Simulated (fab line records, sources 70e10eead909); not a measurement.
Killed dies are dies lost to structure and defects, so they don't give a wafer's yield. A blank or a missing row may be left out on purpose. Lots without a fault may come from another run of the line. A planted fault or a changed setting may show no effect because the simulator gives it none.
Problem report in the 8D (eight disciplines) form, filled by code | flow nand_harc | the parts of the form that need people (team, actions taken, sign-off) are left out

1. THE PROBLEM
time_to_endpoint_s at NHARC_P_M2_CMP_23 reads a mean of 47.3 s on 2 wafers of 1 lot; wafers without a fault read 29.6 s with a standard deviation of 2. That is +8.9 standard deviations from the usual mean.
The step: polishes, t overpolish 20 s, target thk 144.3 nm.
First seen on wafer L367.2, day 15 23:37, on cmp-04. The record holds 33 wafers of 11 lots with a number at this step. Rule for "out", or "out of limits": more than 4 standard deviations from the usual mean. The other wafers with a number count as sound.

2. WHAT IT IS AND WHAT IT IS NOT
question                    | is                 | is not
which readings at this step | time_to_endpoint_s | motor_current_A
which lots                  | L367               | L346, L347, L348, L349, L350, L351, L352, L355, L356, L357
which wafers of those lots  | L367.2, L367.6     | L367.5
read on which tools         | cmp-04             | cmp-02, cmp-03
when                        | from day 15 23:37  | up to then (31 sound wafers)

3. SUSPECTS, AND WHAT RULES EACH OUT
Counting: a tool at a process step up to the reading stays a suspect if it ran every lot that is out. Sound lots after the first of them don't rule it out here, since some wafers of a struck lot are sound.
- rie_diel-01 at NHARC_P_M2_ETCH_35 (etches the open film in N2/H2, target depth 40 nm, overetch 12 nm, time 43.94 s): kept. It ran the lot that is out, L367 (day 15 21:15); its last sound lot up to then is L355 (day 10 10:12).
- rie_diel-01 at NHARC_P_M2_ETCH_15 (etches the open film in C4F8/Ar, target depth 182.5 nm, time 91.2 s): kept. It ran the lot that is out, L367 (day 15 22:11); its last sound lot up to then is L355 (day 10 11:08). NHARC_P_M2_ETCH_15 gives no start for some lots, so the hours and the order of its lots are those of NHARC_P_M2_DEGAS_29.
- pvd_sputter-01 at NHARC_P_M2_DEGAS_29 (time 60 s): kept. It ran the lot that is out, L367 (day 15 22:11); its last sound lot up to then is L349 (day 8 08:38).
- ecd_cu-01 at NHARC_P_M2_ECD_22 (material Cu, target thk 400 nm): kept. It ran the lot that is out, L367 (day 15 22:32); its last sound lot up to then is L356 (day 11 02:37).
- cmp-04 at NHARC_P_M2_CMP_23 (polishes, t overpolish 20 s, target thk 144.3 nm): kept. It ran the lot that is out, L367 (day 15 23:37); its last sound lot up to then is L356 (day 11 03:20). Its own readings are out on those wafers: time_to_endpoint_s.
- Within rie_diel-01 at NHARC_P_M2_ETCH_35: the wafers that are out ran in chambers 1, 3; their sound lot-mates ran in chamber 0.
- Within rie_diel-01 at NHARC_P_M2_ETCH_15: the wafers that are out ran in chambers 1, 2; their sound lot-mates ran in chamber 0.
- Within cmp-04 at NHARC_P_M2_CMP_23: the wafers that are out ran in chambers 2, 3; their sound lot-mates ran in chamber 0.
Left after counting: rie_diel-01 at NHARC_P_M2_ETCH_35, rie_diel-01 at NHARC_P_M2_ETCH_15, pvd_sputter-01 at NHARC_P_M2_DEGAS_29, ecd_cu-01 at NHARC_P_M2_ECD_22, cmp-04 at NHARC_P_M2_CMP_23.

4. THE CAUSE (what the simulator had put in)
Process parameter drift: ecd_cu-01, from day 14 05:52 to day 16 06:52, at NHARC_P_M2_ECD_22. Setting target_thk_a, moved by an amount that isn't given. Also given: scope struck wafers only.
Counting left 5 suspects, and this tool is among them.

5. THE CHAIN OF EFFECTS, in route order
Each row: a reading whose mean over the struck wafers that have a number lies more than 3 standard deviations from the usual. Only readings for which the record gives a usual standard deviation are gone through. hours: the time from each lot's start at the first step in this table that gives one to its start at this step, as a median over the lots. sigmas: the change in usual standard deviations.
hours | step              | reading            | usual  | on struck wafers | change | sigmas
0     | NHARC_P_M2_CMP_23 | time_to_endpoint_s | 29.6 s | 47.3             | +17.7  | +8.9
The process steps in it:
- NHARC_P_M2_CMP_23: polishes, t overpolish 20 s, target thk 144.3 nm.

6. WHAT WOULD HAVE CAUGHT IT SOONER
In this record the first reading out of limits was taken at day 15 23:37, 42 hours after the fault began at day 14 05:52.
All the lots that are out (1) had begun NHARC_P_M2_ECD_22 on ecd_cu-01 by day 15 23:37. A hold on the tool at that time would have spared none of them.
